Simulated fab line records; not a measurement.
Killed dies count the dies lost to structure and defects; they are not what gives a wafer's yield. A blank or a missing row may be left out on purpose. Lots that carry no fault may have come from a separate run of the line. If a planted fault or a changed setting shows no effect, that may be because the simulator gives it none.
fab line records -- flow nandHarc
[record] lots = 7, wafers = 21, lastDay = 33
route steps=1302 shown P_ZERO_WELL@22 END@1302
lots that met no fault: taken from a fault-free run of the same line
startH: hours from the record's opening day to when the first of the lot's shown wafers began -- waitH: hours elapsed since this lot's preceding step -- " unchanged from the row above -- L1.1+2: a single row standing in for several wafers -- - value missing, or start not given -- * or withheld: withheld -- < > ~ a bound
route shown NAME@n: a module of which the file shows steps, and the number in the route of the first -- usual: the fault-free wafers' mean and standard deviation -- same: alike in all rows -- chamber/n: place in a boat -- sites: each site's reading -- _std_site: the values' standard deviation -- _edge_site: mean of outer sites minus mean of inner sites -- radiusMm: for every site, how far away it sits from the centre of the wafer -- mask NAME#n: copy n -- behind: the most recent tool/chamber to have shaped the wafer -- hold: why the lot was held/for how many hours/how that ended -- device: whichever transistor did not switch (one of n, p or np) -- end of line: the tests these same wafers got at the end of their route -- a step given without rows: its recipe and nothing more -- killed: not the wafer's yield, but the dies lost to structure and defects at the first sort -- map: a wafer's dies, x killed, . not, _ none there
set.NAME: the setting as run; set.NAME@STEP: as run at that earlier step -- model.NAME: the simulator's own value behind a step, which no gauge read
a table for each step, a row for each wafer; lots at some steps of the route
services: when a tool's chamber went out of use (startH, in hours from the record's first day, below 0 if earlier), for how many hours, and the reason
[[steps]]
[step NHARC_P_ZERO_WELL_HMDS_17]
[recipe] timeS = 30
[step NHARC_P_ZERO_WELL_COAT_18]
[recipe] spinRpm = withheld
[step NHARC_P_ZERO_WELL_SOFTBAKE_19]
[recipe] tempC = 122, timeS = 95
[step NHARC_P_ZERO_WELL_EBR_20]
[step NHARC_P_ZERO_WELL_EXPOSE_21]
[recipe] na = 0.6, targetCdNm = 720, doseMj = 22.31, maskId = P_NWELL
[step NHARC_P_ZERO_WELL_PEB_22]
[recipe] pebTempC = 118, pebTimeS = 85
[step NHARC_P_ZERO_WELL_DEVELOP_23]
[recipe] timeS = 70
[step NHARC_P_ZERO_WELL_CD_MEAS_24]
[recipe] targetCdNm = 720, landingEnergyEv = 500
[usual] cdNm = 719.6/1.8
lot.wafer,tool,chamber,startH,waitH,cdNm
L857.1,cdSem-02,0,122.59,-,716.5
L857.2,cdSem-02,0,122.59,-,719.2
L857.6,cdSem-02,0,122.59,-,718.4
L858.3,cdSem-01,0,132.64,-,720.2
L858.4,cdSem-01,0,132.64,-,721.2
L858.5,cdSem-01,0,132.64,-,719.5
L859.1,cdSem-01,0,142.46,-,719.9
L859.4,cdSem-01,0,142.46,-,720.7
L859.6,cdSem-01,0,142.46,-,718.5
L867.1,cdSem-03,0,222.48,-,718.6
L867.3,cdSem-03,0,222.48,-,717.8
L867.6,cdSem-03,0,222.48,-,718.3
L868.1,cdSem-01,0,234.49,-,718.9
L868.4,cdSem-01,0,234.49,-,719.2
L868.5,cdSem-01,0,234.49,-,718.3
L869.1,cdSem-03,0,242.63,-,720.6
L869.4,cdSem-03,0,242.63,-,720.3
L869.6,cdSem-03,0,242.63,-,718.1
L870.1,cdSem-02,0,252.59,-,721.5
L870.2,cdSem-02,0,252.59,-,720.7
L870.4,cdSem-02,0,252.59,-,716.5
[step NHARC_P_ZERO_WELL_HARDBAKE_25]
[recipe] tempC = 125, timeS = 80
[step NHARC_P_ZERO_WELL_DESCUM_26]
[recipe] timeS = 3, o2FlowSccm = 200, arFlowSccm = 0, biasPowerW = 0, chemistry = O2
[usual] drypumpMotorCurrentA = 5.5/0.65, o2FlowSccm = 200.1/0.56, oesProductAu = 1.002/0.011, rfVppV = 57.7/0.82, showerheadPlenumPTorr = 1.89/0.067, throttleValvePct = 11.311/0.0084
[same] timeS = 3
lot.wafer,tool,chamber,startH,waitH,drypumpMotorCurrentA,o2FlowSccm,oesProductAu,rfHoursCounterH,rfVppV,showerheadPlenumPTorr,throttleValvePct
L857.1,rieDiel-06,1,122.75,-,5.5,199.5,0.994,60,58.8,1.99,11.315
L857.2,rieDiel-06,2,122.75,-,5.0,199.6,1.008,58,57.0,1.92,11.313
L857.6,rieDiel-06,2,122.75,-,5.0,199.0,1.007,-,57.9,1.92,11.308
L858.4,rieDiel-01,1,132.86,-,6.7,199.8,1.009,35,56.7,1.97,11.320
L858.3,rieDiel-01,2,132.86,-,5.7,201.0,0.995,32,57.5,1.93,11.310
L858.5,rieDiel-01,0,132.86,-,5.5,199.6,0.990,-,58.0,1.94,11.312
L859.1,rieDiel-06,1,142.62,-,5.5,199.4,0.985,0,57.3,1.99,11.312
L859.4,rieDiel-06,3,142.62,-,6.5,199.8,0.995,0,58.1,1.81,11.318
L859.6,rieDiel-06,1,142.62,-,5.5,200.7,0.993,-,59.4,1.99,11.305
L867.3,rieDiel-05,2,222.67,-,6.3,199.6,1.014,55,57.2,1.86,11.317
L867.1,rieDiel-05,0,222.67,-,5.3,200.4,1.018,54,55.8,1.90,11.323
L867.6,rieDiel-05,3,222.67,-,4.9,200.7,1.014,-,56.5,1.78,11.319
L868.4,rieDiel-06,2,234.65,-,5.0,200.2,1.020,38,57.3,1.90,11.303
L868.1,rieDiel-06,1,234.65,-,5.5,201.6,1.010,35,57.5,1.98,11.323
L868.5,rieDiel-06,3,234.65,-,6.5,200.8,1.012,-,57.5,1.79,11.316
L869.4,rieDiel-05,1,242.82,-,4.8,199.5,1.019,1,59.1,1.84,11.322
L869.1,rieDiel-05,3,242.82,-,4.9,199.5,0.990,1,56.6,1.78,11.308
L869.6,rieDiel-05,1,242.82,-,4.8,199.4,1.023,-,57.0,1.84,11.322
L870.1,rieDiel-01,0,252.75,-,5.5,199.1,1.003,16,57.9,1.93,11.325
L870.2,rieDiel-01,1,252.75,-,6.7,200.4,1.018,16,57.9,1.95,11.310
L870.4,rieDiel-01,3,252.75,-,4.9,199.4,0.993,16,58.0,1.83,11.319
[step NHARC_P_ZERO_WELL_IMPLANT_27]
[recipe] energyKev = 600, doseCm2 = 1e+13, tiltDeg = 7
[step NHARC_P_ZERO_WELL_IMPLANT_57]
[recipe] energyKev = 250, doseCm2 = 4e+12, tiltDeg = 7
[step NHARC_P_ZERO_WELL_IMPLANT_58]
[recipe] energyKev = 100, doseCm2 = 2e+12, tiltDeg = 7
[usual] beamEnergyKeV = 100.00/0.033, beamOnS = 9.98/0.22, doseIonsCm2 = 2.0005e+12/2.1e+09
lot.wafer,tool,chamber,startH,waitH,beamEnergyKeV,beamOnS,doseIonsCm2
L857.1,implanter-01,0,123.26,0.2,99.94,9.95,2.0021e+12
L857.2,implanter-01,0,123.26,0.2,99.96,9.98,2.004e+12
L857.6,implanter-01,0,123.26,0.2,100.01,10.04,1.9989e+12
L858.3,implanter-02,0,133.42,0.2,100.02,10.13,2.003e+12
L858.4,implanter-02,0,133.42,0.2,100.04,9.72,2.0035e+12
L858.5,implanter-02,0,133.42,0.2,100.03,9.94,2.0023e+12
L859.1,implanter-02,0,143.13,0.1,100.01,9.91,2.002e+12
L859.4,implanter-02,0,143.13,0.1,99.96,10.18,2.0002e+12
L859.6,implanter-02,0,143.13,0.1,100.01,10.26,2.0036e+12
L867.1,implanter-01,-,223.18,0.1,-,-,-
L867.3,implanter-01,-,223.18,0.1,-,-,-
L867.6,implanter-01,-,223.18,0.1,-,-,-
L868.1,implanter-01,-,235.16,0.2,-,-,-
L868.4,implanter-01,-,235.16,0.2,-,-,-
L868.5,implanter-01,-,235.16,0.2,-,-,-
L869.1,implanter-02,-,243.33,0.2,-,-,-
L869.4,implanter-02,-,243.33,0.2,-,-,-
L869.6,implanter-02,-,243.33,0.2,-,-,-
L870.1,implanter-01,0,253.26,0.2,100.00,9.90,2.001e+12
L870.2,implanter-01,0,253.26,0.2,100.08,9.63,2.0019e+12
L870.4,implanter-01,0,253.26,0.2,100.01,10.20,1.9988e+12
[step NHARC_P_ZERO_WELL_STRIP_28]
[recipe] timeS = 840, tempC = 130, chemistry = SPM
[step NHARC_END_SORT_01]
[recipe] tempC = 25
[usual] killedAtArray = 53/19, killedAtOther = 0.7/1.1, killedAtPeriphery = 4.2/2.7, killedDies = 58/18, killedOpen = 3.1/1.9, killedShort = 2.5/1.6
[same] grossDies = 677
lot.wafer,tool,chamber,startH,waitH,hold,killedAtArray,killedAtOther,killedAtPeriphery,killedDies,killedOpen,killedShort
L857.1,prober-02,0,662.46,2.5,-,44,1,7,52,2,1
L857.2,prober-02,0,663.26,2.8,-,55,4,5,64,5,3
L857.6,prober-02,0,666.44,4.0,-,36,0,7,43,2,3
L859.1,prober-01,0,662.49,2.5,-,91,0,6,97,2,2
L859.4,prober-01,0,664.89,3.4,-,79,1,5,85,3,4
L859.6,prober-01,0,666.50,4.0,-,81,0,8,89,3,1
L858.3,prober-02,0,671.82,3.1,-,59,0,3,62,6,2
L858.4,prober-02,0,672.61,3.4,-,49,0,1,50,4,5
L858.5,prober-02,0,673.41,3.7,-,49,1,3,53,2,3
L868.1,prober-01,0,761.57,2.5,awaitDispo/2.7h/scrap,49,0,628,677,6,3
L868.4,prober-01,0,763.99,3.4,awaitDispo/2.7h/scrap,77,0,600,677,4,0
L868.5,prober-01,0,764.80,3.7,awaitDispo/2.7h/scrap,75,1,601,677,8,7
L867.1,prober-02,0,771.20,2.5,awaitDispo/2.1h/scrap,25,0,652,677,5,3
L867.3,prober-02,0,772.79,3.1,awaitDispo/2.1h/scrap,25,0,652,677,2,0
L867.6,prober-02,0,775.18,4.0,awaitDispo/2.1h/scrap,31,1,645,677,1,1
L869.1,prober-01,0,779.00,2.5,awaitDispo/2.5h/scrap,48,0,629,677,8,6
L869.4,prober-01,0,781.36,3.3,awaitDispo/2.5h/scrap,42,3,632,677,4,1
L869.6,prober-01,0,782.93,3.9,awaitDispo/2.5h/scrap,40,4,633,677,1,7
L870.1,prober-02,0,792.49,2.5,-,87,1,4,92,3,1
L870.2,prober-02,0,793.29,2.8,-,75,2,1,78,3,3
L870.4,prober-02,0,794.89,3.4,-,88,2,4,94,3,0
// killed by level:class
L857.1 A_CHANNEL_HOLE_D1:chamberFilmFlake=18 P_M1:chamberFilmFlake=7 A_CONTACT:chamberFilmFlake=7 A_STAIRCASE:chamberFilmFlake=7 A_BONDPAD:chamberFilmFlake=4 A_SLIT:chamberFilmFlake=3 A_DECK1_JOINT:chamberFilmFlake=2 A_CHANNEL_HOLE_D1:geometricParticle:open=1
L859.1 A_SLIT:chamberFilmFlake=35 A_CHANNEL_HOLE_D1:chamberFilmFlake=31 A_CHANNEL_HOLE_D2:chamberFilmFlake=15 P_ZERO_WELL:chamberFilmFlake=3 A_CHANNEL_FILL_D1:geometricParticle:open=2 P_STI:chamberFilmFlake=2 A_CONTACT:chamberFilmFlake=2 A_BONDPAD:chamberFilmFlake=2
L857.2 A_CHANNEL_HOLE_D1:chamberFilmFlake=29 A_STAIRCASE:chamberFilmFlake=6 A_CONTACT:chamberFilmFlake=4 P_M1:chamberFilmFlake=3 A_SLIT:chamberFilmFlake=3 A_BONDPAD:chamberFilmFlake=3 THIN_TSV:chamberFilmFlake=3 P_M2:geometricParticle:open=1
L859.4 A_CHANNEL_HOLE_D1:chamberFilmFlake=30 A_SLIT:chamberFilmFlake=21 A_CHANNEL_HOLE_D2:chamberFilmFlake=10 A_BONDPAD:chamberFilmFlake=5 A_CONTACT:chamberFilmFlake=4 P_ZERO_WELL:chamberFilmFlake=2 P_BONDPAD:chamberFilmFlake=2 P_CONTACT:geometricParticle:short=1
L857.6 A_CHANNEL_HOLE_D1:chamberFilmFlake=17 P_M1:chamberFilmFlake=6 A_CONTACT:chamberFilmFlake=5 A_BONDPAD:chamberFilmFlake=4 A_STAIRCASE:chamberFilmFlake=3 A_WL_FILL:geometricParticle:short=2 A_DECK1_JOINT:geometricParticle:open=1 A_STAIRCASE:geometricParticle:short=1
L859.6 A_CHANNEL_HOLE_D1:chamberFilmFlake=34 A_SLIT:chamberFilmFlake=17 A_CHANNEL_HOLE_D2:chamberFilmFlake=14 A_BONDPAD:chamberFilmFlake=6 A_CONTACT:chamberFilmFlake=5 P_ZERO_WELL:chamberFilmFlake=4 A_CHANNEL_FILL_D2:chamberFilmFlake=2 P_CONTACT:geometricParticle:open=1
L858.3 A_SLIT:chamberFilmFlake=30 A_CHANNEL_HOLE_D2:chamberFilmFlake=12 A_CHANNEL_HOLE_D1:chamberFilmFlake=7 A_M0:geometricParticle:open=4 A_STAIRCASE:chamberFilmFlake=3 P_M0:geometricParticle:open=1 A_ONON_D2:geometricParticle:open=1 A_WL_FILL:geometricParticle:short=1
L858.4 A_SLIT:chamberFilmFlake=21 A_CHANNEL_HOLE_D1:chamberFilmFlake=6 A_CHANNEL_HOLE_D2:chamberFilmFlake=6 A_STAIRCASE:chamberFilmFlake=4 A_ONON_D1:geometricParticle:short=1 A_CHANNEL_FILL_D1:geometricParticle:short=1 A_ONON_D2:geometricParticle:open=1 A_ONON_D2:geometricParticle:short=1
L858.5 A_SLIT:chamberFilmFlake=22 A_CHANNEL_HOLE_D2:chamberFilmFlake=15 A_CHANNEL_HOLE_D1:chamberFilmFlake=4 A_ONON_D1:geometricParticle:short=2 P_M1:chamberFilmFlake=2 A_CHANNEL_FILL_D2:chamberFilmFlake=2 P_GATE:geometricParticle:open=1 A_ONON_D1:geometricParticle:open=1
L868.1 P_ZERO_WELL:areaImplant=623 A_SLIT:chamberFilmFlake=17 A_CHANNEL_HOLE_D2:chamberFilmFlake=13 A_CHANNEL_HOLE_D1:chamberFilmFlake=6 A_CONTACT:chamberFilmFlake=3 A_CHANNEL_FILL_D2:geometricParticle:short=2 P_ZERO_WELL:chamberFilmFlake=2 A_STAIRCASE:chamberFilmFlake=2
L868.4 P_ZERO_WELL:areaImplant=600 A_SLIT:chamberFilmFlake=38 A_CHANNEL_HOLE_D2:chamberFilmFlake=18 A_CHANNEL_HOLE_D1:chamberFilmFlake=7 A_CONTACT:chamberFilmFlake=5 A_STAIRCASE:chamberFilmFlake=4 A_ONON_D1:geometricParticle:open=1 A_CHANNEL_FILL_D2:geometricParticle:open=1
L868.5 P_ZERO_WELL:areaImplant=598 A_SLIT:chamberFilmFlake=24 A_CHANNEL_HOLE_D2:chamberFilmFlake=20 A_CHANNEL_HOLE_D1:chamberFilmFlake=11 A_STAIRCASE:chamberFilmFlake=6 A_WL_FILL:geometricParticle:short=3 P_M0:geometricParticle:open=2 A_SOURCE_PLATE:geometricParticle:short=1
L867.1 P_ZERO_WELL:areaImplant=644 A_CHANNEL_HOLE_D1:chamberFilmFlake=9 P_BONDPAD:chamberFilmFlake=4 A_SLIT:chamberFilmFlake=3 A_CONTACT:chamberFilmFlake=3 A_WL_FILL:chamberFilmFlake=2 P_CONTACT:geometricParticle:open=1 P_M1:geometricParticle:open=1
L867.3 P_ZERO_WELL:areaImplant=648 A_CHANNEL_HOLE_D1:chamberFilmFlake=12 A_SLIT:chamberFilmFlake=5 A_STAIRCASE:chamberFilmFlake=2 A_CONTACT:chamberFilmFlake=2 P_CONTACT:geometricParticle:open=1 A_CHANNEL_HOLE_D2:geometricParticle:open=1 P_ZERO_WELL:chamberFilmFlake=1
L867.6 P_ZERO_WELL:areaImplant=638 A_CHANNEL_HOLE_D1:chamberFilmFlake=12 A_CONTACT:chamberFilmFlake=9 P_BONDPAD:chamberFilmFlake=6 A_SLIT:chamberFilmFlake=4 P_CONTACT:geometricParticle:open=1 A_SGD_CUT:geometricParticle:short=1 A_CHANNEL_FILL_D2:chamberFilmFlake=1
L869.1 P_ZERO_WELL:areaImplant=624 A_CHANNEL_HOLE_D2:chamberFilmFlake=23 A_SLIT:chamberFilmFlake=6 A_CONTACT:chamberFilmFlake=4 A_CHANNEL_FILL_D2:geometricParticle:open=2 A_BLC:geometricParticle:open=2 P_GATE:geometricParticle:open=1 P_M1:geometricParticle:open=1
L869.4 P_ZERO_WELL:areaImplant=629 A_CHANNEL_HOLE_D2:chamberFilmFlake=22 A_SLIT:chamberFilmFlake=9 A_CONTACT:chamberFilmFlake=4 A_CHANNEL_HOLE_D1:chamberFilmFlake=3 A_STAIRCASE:chamberFilmFlake=2 THIN_TSV:chamberFilmFlake=2 P_CONTACT:geometricParticle:open=1
L869.6 P_ZERO_WELL:areaImplant=627 A_CHANNEL_HOLE_D2:chamberFilmFlake=23 A_CONTACT:chamberFilmFlake=5 THIN_TSV:chamberFilmFlake=4 A_SLIT:chamberFilmFlake=4 P_GATE:chamberFilmFlake=3 A_ONON_D2:geometricParticle:short=2 A_CHANNEL_FILL_D2:geometricParticle:short=2
L870.1 A_SLIT:chamberFilmFlake=37 A_CHANNEL_HOLE_D2:chamberFilmFlake=34 A_CONTACT:chamberFilmFlake=8 P_ZERO_WELL:chamberFilmFlake=3 A_CHANNEL_HOLE_D1:chamberFilmFlake=2 A_WL_FILL:chamberFilmFlake=2 P_GATE:geometricParticle:open=1 A_CHANNEL_FILL_D2:geometricParticle:open=1
L870.2 A_CHANNEL_HOLE_D2:chamberFilmFlake=30 A_SLIT:chamberFilmFlake=27 A_CONTACT:chamberFilmFlake=12 THIN_TSV:chamberFilmFlake=2 P_M1:geometricParticle:open=1 A_CHANNEL_FILL_D1:geometricParticle:short=1 A_DECK1_JOINT:geometricParticle:short=1 A_DECK1_JOINT:geometricParticle:open=1
L870.4 A_CHANNEL_HOLE_D2:chamberFilmFlake=47 A_SLIT:chamberFilmFlake=24 A_CONTACT:chamberFilmFlake=10 A_CHANNEL_FILL_D1:chamberFilmFlake=3 A_CHANNEL_HOLE_D1:chamberFilmFlake=2 P_CONTACT:geometricParticle:open=1 P_M0:geometricParticle:open=1 A_ONON_D2:geometricParticle:open=1
// map L867.1 (x killed, . not)
____________x____________
_________xxxxxxx_________
_______xxxxxxxxxxx_______
______xxxxxxxxxxxxx______
_____xxxxxxxxxxxxxxx_____
____xxxxxxxxxxxxxxxxx____
____xxxxxxxxxxxxxxxxx____
___xxxxxxxxxxxxxxxxxxx___
___xxxxxxxxxxxxxxxxxxx___
__xxxxxxxxxxxxxxxxxxxxx__
__xxxxxxxxxxxxxxxxxxxxx__
_xxxxxxxxxxxxxxxxxxxxxxx_
_xxxxxxxxxxxxxxxxxxxxxxx_
_xxxxxxxxxxxxxxxxxxxxxxx_
_xxxxxxxxxxxxxxxxxxxxxxx_
_xxxxxxxxxxxxxxxxxxxxxxx_
xxxxxxxxxxxxxxxxxxxxxxxxx
xxxxxxxxxxxxxxxxxxxxxxxxx
xxxxxxxxxxxxxxxxxxxxxxxxx
xxxxxxxxxxxxxxxxxxxxxxxxx
xxxxxxxxxxxxxxxxxxxxxxxxx
_xxxxxxxxxxxxxxxxxxxxxxx_
_xxxxxxxxxxxxxxxxxxxxxxx_
_xxxxxxxxxxxxxxxxxxxxxxx_
_xxxxxxxxxxxxxxxxxxxxxxx_
_xxxxxxxxxxxxxxxxxxxxxxx_
__xxxxxxxxxxxxxxxxxxxxx__
__xxxxxxxxxxxxxxxxxxxxx__
___xxxxxxxxxxxxxxxxxxx___
___xxxxxxxxxxxxxxxxxxx___
____xxxxxxxxxxxxxxxxx____
____xxxxxxxxxxxxxxxxx____
_____xxxxxxxxxxxxxxx_____
______xxxxxxxxxxxxx______
_______xxxxxxxxxxx_______
_________xxxxxxx_________
____________x____________
// map L868.1 (x killed, . not)
____________x____________
_________xxxxxxx_________
_______xxxxxxxxxxx_______
______xxxxxxxxxxxxx______
_____xxxxxxxxxxxxxxx_____
____xxxxxxxxxxxxxxxxx____
____xxxxxxxxxxxxxxxxx____
___xxxxxxxxxxxxxxxxxxx___
___xxxxxxxxxxxxxxxxxxx___
__xxxxxxxxxxxxxxxxxxxxx__
__xxxxxxxxxxxxxxxxxxxxx__
_xxxxxxxxxxxxxxxxxxxxxxx_
_xxxxxxxxxxxxxxxxxxxxxxx_
_xxxxxxxxxxxxxxxxxxxxxxx_
_xxxxxxxxxxxxxxxxxxxxxxx_
_xxxxxxxxxxxxxxxxxxxxxxx_
xxxxxxxxxxxxxxxxxxxxxxxxx
xxxxxxxxxxxxxxxxxxxxxxxxx
xxxxxxxxxxxxxxxxxxxxxxxxx
xxxxxxxxxxxxxxxxxxxxxxxxx
xxxxxxxxxxxxxxxxxxxxxxxxx
_xxxxxxxxxxxxxxxxxxxxxxx_
_xxxxxxxxxxxxxxxxxxxxxxx_
_xxxxxxxxxxxxxxxxxxxxxxx_
_xxxxxxxxxxxxxxxxxxxxxxx_
_xxxxxxxxxxxxxxxxxxxxxxx_
__xxxxxxxxxxxxxxxxxxxxx__
__xxxxxxxxxxxxxxxxxxxxx__
___xxxxxxxxxxxxxxxxxxx___
___xxxxxxxxxxxxxxxxxxx___
____xxxxxxxxxxxxxxxxx____
____xxxxxxxxxxxxxxxxx____
_____xxxxxxxxxxxxxxx_____
______xxxxxxxxxxxxx______
_______xxxxxxxxxxx_______
_________xxxxxxx_________
____________x____________
[[services]]
tool,chamber,startH,hours,kind
rieDiel-06,0,109.90,-,clean
rieDiel-06,1,109.90,-,clean
rieDiel-06,2,109.90,-,clean
rieDiel-06,3,109.90,-,clean
rieDiel-06,-,130.25,9.0,pm
rieDiel-06,0,130.25,9.0,ventCycle
rieDiel-06,1,130.25,9.0,ventCycle
rieDiel-06,2,130.25,9.0,ventCycle
rieDiel-06,3,130.25,9.0,ventCycle
implanter-01,-,134.30,2.5,repair
rieDiel-01,2,136.15,1.5,repair
rieDiel-06,0,139.25,-,clean
rieDiel-06,1,139.25,-,clean
rieDiel-06,2,139.25,-,clean
rieDiel-06,3,139.25,-,clean
implanter-02,-,146.29,13.0,pm
rieDiel-06,0,163.75,-,clean
rieDiel-06,1,163.75,-,clean
rieDiel-06,2,163.75,-,clean
rieDiel-06,3,163.75,-,clean
rieDiel-01,-,204.26,9.0,pm
rieDiel-01,2,228.94,4.3,repair
rieDiel-05,-,229.63,9.0,pm
rieDiel-01,1,240.79,5.2,repair
[[key]]
[firstSign] step = NHARC_P_ZERO_WELL_IMPLANT_58, reading = toolRecord, direction = missing
[effect] step = NHARC_END_SORT_01, reading = killedAtPeriphery, direction = up, sigmas = 99+, usual = 4.2, struck = 630.2
[moreKillsBornAt] NHARC_P_ZERO_WELL_IMPLANT_58@implanter-01 = 3751, NHARC_P_ZERO_WELL_IMPLANT_58@implanter-02 = 1880
metAt NHARC_P_ZERO_WELL_IMPLANT_58
struckWafers L867.1,L867.3,L867.6,L868.1,L868.4,L868.5,L869.1,L869.4,L869.6
laterRowsLeftOut L867.1,L867.3,L867.6,L868.1,L868.4,L868.5,L869.1,L869.4,L869.6
testerLeftOut L867,L868,L869
onsetBetween 143.13 223.18
[fault] kind = skippedStepWhole, tool = implanter-01,implanter-02, chamber = -, onsetH = 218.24, steps = NHARC_P_ZERO_WELL_IMPLANT_58, scope = struckLotsOnly
// testerLeftOut: of these lots the tester's yield and bins aren't shown, on N5 and GAA mostly nor the transistor test; their killed dies are dies lost to structure and defects alone, not to doping, threshold or leakage, so they don't give the yield
// laterRowsLeftOut: the simulator's readings of these wafers behind a module that went badly wrong aren't trusted and aren't shown, but for the sort
